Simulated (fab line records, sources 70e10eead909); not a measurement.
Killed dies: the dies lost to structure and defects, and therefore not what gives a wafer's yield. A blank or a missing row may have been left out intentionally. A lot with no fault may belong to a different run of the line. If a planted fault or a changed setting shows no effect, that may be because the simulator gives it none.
Matching of chambers || flow nand-harc || NHARC_P_M2_DEP_33 on pecvd-03 has 3 sister chambers
The step deposits SiCN, target thk 30 nm. 6 wafers are shown with their chamber, then 7 later ones without.

## WAFERS PAIRED WITH THEIR CHAMBERS
{"wafer": "L078.4", "chamber": 2, "heater-power-w (W)": 494, "heater-power-outer-w (W)": 273}
{"wafer": "L078.6", "chamber": 1, "heater-power-w (W)": 628, "heater-power-outer-w (W)": 318}
{"wafer": "L084.3", "chamber": 2, "heater-power-w (W)": 559, "heater-power-outer-w (W)": 322}
{"wafer": "L084.4", "chamber": 0, "heater-power-w (W)": 573, "heater-power-outer-w (W)": 309}
{"wafer": "L087.1", "chamber": 1, "heater-power-w (W)": 703, "heater-power-outer-w (W)": 367}
{"wafer": "L087.2", "chamber": 0, "heater-power-w (W)": 567, "heater-power-outer-w (W)": 301}

## WAFERS WHOSE CHAMBER IS MISSING
{"wafer": "L087.4", "heater-power-w (W)": 553, "heater-power-outer-w (W)": 309}
{"wafer": "L086.2", "heater-power-w (W)": 718, "heater-power-outer-w (W)": 364}
{"wafer": "L086.5", "heater-power-w (W)": 520, "heater-power-outer-w (W)": 294}
{"wafer": "L086.6", "heater-power-w (W)": 709, "heater-power-outer-w (W)": 369}
{"wafer": "L096.1", "heater-power-w (W)": 524, "heater-power-outer-w (W)": 284}
{"wafer": "L096.4", "heater-power-w (W)": 594, "heater-power-outer-w (W)": 302}
{"wafer": "L096.6", "heater-power-w (W)": 679, "heater-power-outer-w (W)": 382}

## THE CHAMBER EACH PASSED THROUGH
{"wafer": "L087.4", "from the rows above": "can't be placed: 0 or 2", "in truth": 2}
{"wafer": "L086.2", "from the rows above": 1, "in truth": 1}
{"wafer": "L086.5", "from the rows above": "can't be placed: 2 or 0", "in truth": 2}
{"wafer": "L086.6", "from the rows above": 1, "in truth": 1}
{"wafer": "L096.1", "from the rows above": "can't be placed: 2 or 0", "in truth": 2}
{"wafer": "L096.4", "from the rows above": "can't be placed: 0 or 2 or 1", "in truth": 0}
{"wafer": "L096.6", "from the rows above": 1, "in truth": 1}
Correct placement for 3 of the 7. Unplaceable from these rows: 4, with the true chamber sitting among the candidates in 4. 0 placed wrongly.
How it was worked out, from the rows above alone: a wafer's distance from a chamber is the root of the sum, over the readings, of the square of ((its reading less the chamber's mean) divided by the reading's scatter). The wafer belongs to the nearest chamber; if the next one is less than 2 further off, it can't be placed. The mean given for a chamber averages the wafers shown for that chamber. The scatter is the square root of a quotient: the sum, over the shown wafers, of each reading's squared deviation from its chamber's mean, divided by wafers minus chambers.
